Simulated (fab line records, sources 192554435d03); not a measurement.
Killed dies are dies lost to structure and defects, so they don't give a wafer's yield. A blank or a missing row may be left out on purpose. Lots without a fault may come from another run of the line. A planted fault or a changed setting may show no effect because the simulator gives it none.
Which tool did it? | flow n5_finfet | 10 lots, 30 wafers sampled, at 5 steps of a route of 1938

WHAT THE GAUGES READ, wafer by wafer
N5_BEOL_M4_RC_MEAS_101.
lot  | measured     | on        | DIBL_N (mV/V)  | DIBL_P (mV/V)  | IOFF_N (nA/um)    | IOFF_P (nA/um) | ION_N (uA/um) | ION_P (uA/um) | SS_N (mV/dec)  | SS_P (mV/dec)  | VT_N (mV)   | VT_P (mV)
L254 | day 8 13:11  | prober-02 | 34.3 34.6 33.5 | 36.0 34.9 35.0 | 0.149 0.144 0.146 | 0.18 0.17 0.17 | 676 664 670   | 457 455 459   | 70.9 71.6 70.7 | 72.8 72.0 73.0 | 252 254 251 | -255 -253 -252
L255 | day 8 23:14  | prober-01 | 35.8 36.4 36.6 | 36.2 37.6 37.3 | 0.162 0.186 0.188 | 0.18 0.19 0.19 | 676 688 673   | 452 469 453   | 71.3 71.3 72.3 | 73.1 73.7 73.8 | 253 246 251 | -258 -252 -253
L259 | day 10 02:28 | prober-02 | 33.7 35.1 33.6 | 32.3 34.0 32.7 | 0.114 0.131 0.112 | 0.16 0.19 0.17 | 666 674 666   | 458 463 467   | 70.7 71.6 72.0 | 72.2 72.7 72.5 | 256 255 255 | -253 -253 -255
L260 | day 10 03:15 | prober-02 | 36.5 37.6 37.4 | 34.9 35.7 36.3 | 0.147 0.154 0.156 | 0.19 0.21 0.21 | 671 669 675   | 458 459 458   | 72.1 71.6 72.1 | 73.5 73.0 73.0 | 251 250 253 | -248 -251 -249
L261 | day 10 11:20 | prober-02 | 37.7 35.7 34.8 | 38.4 35.6 34.8 | 0.186 0.148 0.139 | 0.26 0.22 0.21 | 680 662 677   | 466 463 465   | 72.5 71.3 70.7 | 74.4 73.1 73.3 | 250 250 250 | -245 -248 -248
L268 | day 12 15:07 | prober-01 | 34.7 33.4 35.4 | 33.2 31.7 35.0 | 0.143 0.122 0.164 | 0.19 0.17 0.21 | 674 666 676   | 463 462 469   | 72.2 71.8 72.1 | 73.0 73.3 73.5 | 252 254 252 | -249 -251 -249
L270 | day 12 11:26 | prober-01 | 35.3 34.3 34.0 | 34.9 33.2 33.3 | 0.143 0.123 0.126 | 0.18 0.17 0.18 | 676 666 667   | 459 457 460   | 71.4 70.4 70.9 | 72.9 72.6 72.6 | 252 254 252 | -253 -254 -252
L271 | day 12 17:35 | prober-02 | 33.4 33.5 36.0 | 34.1 33.9 36.6 | 0.116 0.108 0.151 | 0.15 0.15 0.18 | 656 649 663   | 451 445 452   | 71.0 70.8 71.3 | 72.4 72.5 73.1 | 256 258 251 | -258 -256 -257
L272 | day 12 22:13 | prober-02 | 35.3 37.8 35.5 | 35.0 38.1 35.2 | 0.137 0.182 0.137 | 0.18 0.22 0.18 | 679 689 678   | 464 468 466   | 70.7 71.5 71.0 | 72.9 73.6 73.5 | 254 249 250 | -252 -249 -253
L273 | day 13 20:10 | prober-01 | 34.3 36.4 35.3 | 34.6 36.6 35.2 | 0.123 0.150 0.124 | 0.18 0.20 0.17 | 663 673 667   | 458 464 456   | 71.2 71.5 71.2 | 72.0 73.5 72.7 | 253 250 253 | -252 -250 -251

WHICH TOOL RAN EACH LOT (tool, then ch and the chambers of the sampled wafers, then the start)
lot  | N5_BEOL_M0_SPUTTER_116       | N5_BEOL_M0_ANNEAL_133        | N5_BEOL_M0_CO_CAP_123            | N5_BEOL_M1_ILD_DEP_00
L254 | pvd_sputter-01, day 6 16:33  | pvd_sputter-01, day 6 16:45  | cvd_co-02 ch 0,1,2, day 6 19:33  | pecvd-03 ch 0,1, day 6 19:48
L255 | pvd_sputter-02, day 7 00:22  | pvd_sputter-02, day 7 00:34  | cvd_co-02 ch 1,2, day 7 05:23    | pecvd-01 ch 2, day 7 05:38
L259 | pvd_sputter-02, day 8 02:31  | pvd_sputter-02, day 8 02:43  | cvd_co-01 ch 0,1,2, day 8 06:36  | pecvd-04 ch 0,1, day 8 06:50
L260 | pvd_sputter-01, day 8 04:49  | pvd_sputter-01, day 8 05:01  | cvd_co-01 ch 0,1,2, day 8 08:50  | pecvd-03 ch 0,1,2, day 8 09:05
L261 | pvd_sputter-02, day 8 12:10  | pvd_sputter-02, day 8 12:22  | cvd_co-01 ch 1,2, day 8 17:59    | pecvd-03 ch 0,1,2, day 8 18:13
L268 | pvd_sputter-03, day 10 04:25 | pvd_sputter-03, day 10 04:37 | cvd_co-01 ch 1,2, day 10 09:34   | pecvd-03 ch 0,2, day 10 09:50
L270 | pvd_sputter-03, day 10 16:13 | pvd_sputter-03, day 10 16:25 | cvd_co-01 ch 0,1,2, day 10 20:22 | pecvd-04 ch 1,2, day 10 20:37
L271 | pvd_sputter-03, day 10 19:32 | pvd_sputter-03, day 10 19:44 | cvd_co-02 ch 0,2, day 10 21:55   | pecvd-04 ch 0,2, day 10 22:09
L272 | pvd_sputter-02, day 11 00:57 | pvd_sputter-02, day 11 01:09 | cvd_co-02 ch 0,1, day 11 02:26   | pecvd-03 ch 0,2, day 11 02:40
L273 | pvd_sputter-03, day 11 17:01 | pvd_sputter-03, day 11 17:13 | cvd_co-01 ch 0,1,2, day 11 20:14 | pecvd-04 ch 1,2, day 11 20:31
- N5_BEOL_M0_SPUTTER_116: material Cu, target thk 4 nm, time 7.37 s.
- N5_BEOL_M0_ANNEAL_133: time 60 s.
- N5_BEOL_M0_CO_CAP_123: material Co, precursor CCTBA/H2, target thk 2 nm, time 102.1 s.
- N5_BEOL_M1_ILD_DEP_00: deposits SiOC from DEMS/O2, target thk 79 nm, time 15.3 s.

WHAT THE TOOLS THEMSELVES READ (means of the sampled wafers that have a number; where no wafer has one, the mark that the record gives instead)
N5_BEOL_M0_SPUTTER_116.
lot  | tool           | throttle_valve_pct (%)
L254 | pvd_sputter-01 | 30.2
L255 | pvd_sputter-02 | 30.0
L259 | pvd_sputter-02 | 29.4
L260 | pvd_sputter-01 | 30.4
L261 | pvd_sputter-02 | 30.1
L268 | pvd_sputter-03 | 29.9
L270 | pvd_sputter-03 | 29.7
L271 | pvd_sputter-03 | 30.1
L272 | pvd_sputter-02 | 29.6
L273 | pvd_sputter-03 | 30.2

N5_BEOL_M0_ANNEAL_133.
lot  | tool           | heater_power_w (W)
L254 | pvd_sputter-01 | 887
L255 | pvd_sputter-02 | 943
L259 | pvd_sputter-02 | 924
L260 | pvd_sputter-01 | 885
L261 | pvd_sputter-02 | 931
L268 | pvd_sputter-03 | 799
L270 | pvd_sputter-03 | 793
L271 | pvd_sputter-03 | 795
L272 | pvd_sputter-02 | 831
L273 | pvd_sputter-03 | 758

N5_BEOL_M0_CO_CAP_123.
lot  | tool      | chamber_pressure_Torr (Torr) | heater_power_outer_w (W) | heater_power_w (W)
L254 | cvd_co-02 | 30.02                        | 130                      | 255
L255 | cvd_co-02 | 29.97                        | 119                      | 241
L259 | cvd_co-01 | -                            | -                        | -
L260 | cvd_co-01 | -                            | -                        | -
L261 | cvd_co-01 | -                            | -                        | -
L268 | cvd_co-01 | 30.06                        | 115                      | 212
L270 | cvd_co-01 | 30.04                        | 118                      | 222
L271 | cvd_co-02 | 29.94                        | 125                      | 246
L272 | cvd_co-02 | 29.95                        | 135                      | 274
L273 | cvd_co-01 | 30.01                        | 120                      | 225

N5_BEOL_M1_ILD_DEP_00.
lot  | tool     | heater_power_w (W) | showerhead_plenum_p_Torr (Torr) | throttle_valve_pct (%)
L254 | pecvd-03 | 479                | 5.691                           | 12.3
L255 | pecvd-01 | 563                | 5.700                           | 11.5
L259 | pecvd-04 | 322                | 5.671                           | 11.8
L260 | pecvd-03 | 542                | 5.703                           | 11.9
L261 | pecvd-03 | 499                | 5.687                           | 11.9
L268 | pecvd-03 | 550                | 5.688                           | 12.5
L270 | pecvd-04 | 530                | 5.694                           | 10.9
L271 | pecvd-04 | 414                | 5.689                           | 11.1
L272 | pecvd-03 | 525                | 5.676                           | 12.3
L273 | pecvd-04 | 516                | 5.703                           | 10.8

THE ANSWER, worked out from the rows above alone
Rule: what is usual is taken from the lots themselves. Put in order of their means at a reading, lots are off if they are a third of the lots or fewer, leave a main group of 4 or more, and stand apart from it by a gap of 3 or more times the standard deviation of the main group's means; of several such gaps the widest counts. A main group whose means are all the same, to the digits that the tables above print for the reading, isn't used. A lot without any number at a reading at which 4 lots or more have one is off too. The other lots that the step has rows for count as sound. The gauges are gone through in route order, then the tools' own readings, and for those a lot's mean is taken as printed above. The first step at which some lot is off is used, and at that step the reading that is off furthest; a lot without a number counts as furthest.
Off: L259, L260, L261, at N5_BEOL_M0_CO_CAP_123 (chamber_pressure_Torr). Without a number there: L259, L260, L261. The main group: mean 30.00 Torr, standard deviation 0.043.
A tool fits if, at that step or a process step before it, it ran every lot that is off, and no sound lot after the first of them. None of those tried fits.

WHAT THE SIMULATOR HAD PUT IN
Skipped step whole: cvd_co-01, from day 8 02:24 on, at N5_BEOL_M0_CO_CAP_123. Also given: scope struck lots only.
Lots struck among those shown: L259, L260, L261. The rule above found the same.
